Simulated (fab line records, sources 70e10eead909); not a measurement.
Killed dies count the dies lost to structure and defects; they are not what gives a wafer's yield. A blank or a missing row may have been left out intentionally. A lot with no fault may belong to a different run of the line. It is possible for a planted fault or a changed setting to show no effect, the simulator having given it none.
Struck lot and sound lot, side by side ; flow nandHarc ; 12 steps out of a route of 1159
Sound: the wafers L161.1, L161.2, L161.6. The struck wafers were L165.1, L165.3, L165.5. Last of all comes the cause.
At each step with rows: each side's tool, then ch and its chambers, then its first start. Under that, the readings that differ: sound wafers ; struck wafers ; difference of the means ; sigmas: that difference in standard deviations of wafers without a fault.
alike: readings whose means differ by less than 2 such deviations, and words and numbers that are the same on both sides. not compared: withheld readings, readings that some wafer has no value for, bounds like >300 that may hide the same value, and numbers for which the record gives no deviation and whose values overlap.
The two part at a step that has a row with sigmas, a row that says differs or no value, or rows on one side only. Numbers that don't overlap but have no deviation are shown without sigmas and don't part them. Lack of a reading on every wafer of one side parts them only where that side has two or more wafers.

first, 2 steps without rows for these wafers: NHARC_A_SOURCE_PLATE_CVD_03 (deposits poly-Si, target thk 200 nm, time 4000 s); NHARC_A_SOURCE_PLATE_ANNEAL_05 (time 1800 s).
NHARC_A_SOURCE_PLATE_THK_MEAS_06: measures by ellipsometry.
  struck on filmMetro-02, day 9 19:47; sound on filmMetro-01, day 8 15:44
  alike: thkNm
NHARC_A_SOURCE_PLATE_INSPECT_08:
  struck on defectInspect-01, day 9 19:52; sound on defectInspect-01, day 8 15:51
  alike: rawDefectCount
next comes 1 step that has no rows for these wafers: NHARC_A_ONON_D1_DEP_00 (target thickness 1000 nm).
NHARC_A_ONON_D1_THK_MEAS_02: measures by ellipsometry.
  struck on filmMetro-02, day 9 20:27; sound on filmMetro-02, day 8 16:26
  alike: thkNm
next comes 1 step that has no rows for these wafers: NHARC_A_ONON_D1_DEP_03 (target thickness 1000 nm).
NHARC_A_ONON_D1_THK_MEAS_05: measures by ellipsometry.
  struck on filmMetro-02, day 9 21:01; sound on filmMetro-01, day 8 17:02
  alike: thkNm
next comes 1 step that has no rows for these wafers: NHARC_A_ONON_D1_DEP_06 (target thickness 1000 nm).
NHARC_A_ONON_D1_THK_MEAS_08: measures by ellipsometry.
  struck on filmMetro-02, day 9 21:35; sound on filmMetro-02, day 8 17:37
  alike: thkNm
NHARC_A_ONON_D1_DEP_09: target thk 1000 nm.
  sound on pecvdOnon-03 ch 0, day 8 17:41; struck on pecvdOnon-03 ch 0, day 9 21:38
NHARC_A_ONON_D1_THK_MEAS_11: measures by ellipsometry.
  struck on filmMetro-02, day 9 22:19; sound on filmMetro-01, day 8 18:11
reading;sound;struck;difference;sigmas
thkNm (nm);997 999 999;687 684 688;-312;-32
  not compared: hold

## WHERE THEY PART
At NHARC_A_ONON_D1_THK_MEAS_11 and nowhere else, as far as this record goes.

WHY: the cause the simulator had injected
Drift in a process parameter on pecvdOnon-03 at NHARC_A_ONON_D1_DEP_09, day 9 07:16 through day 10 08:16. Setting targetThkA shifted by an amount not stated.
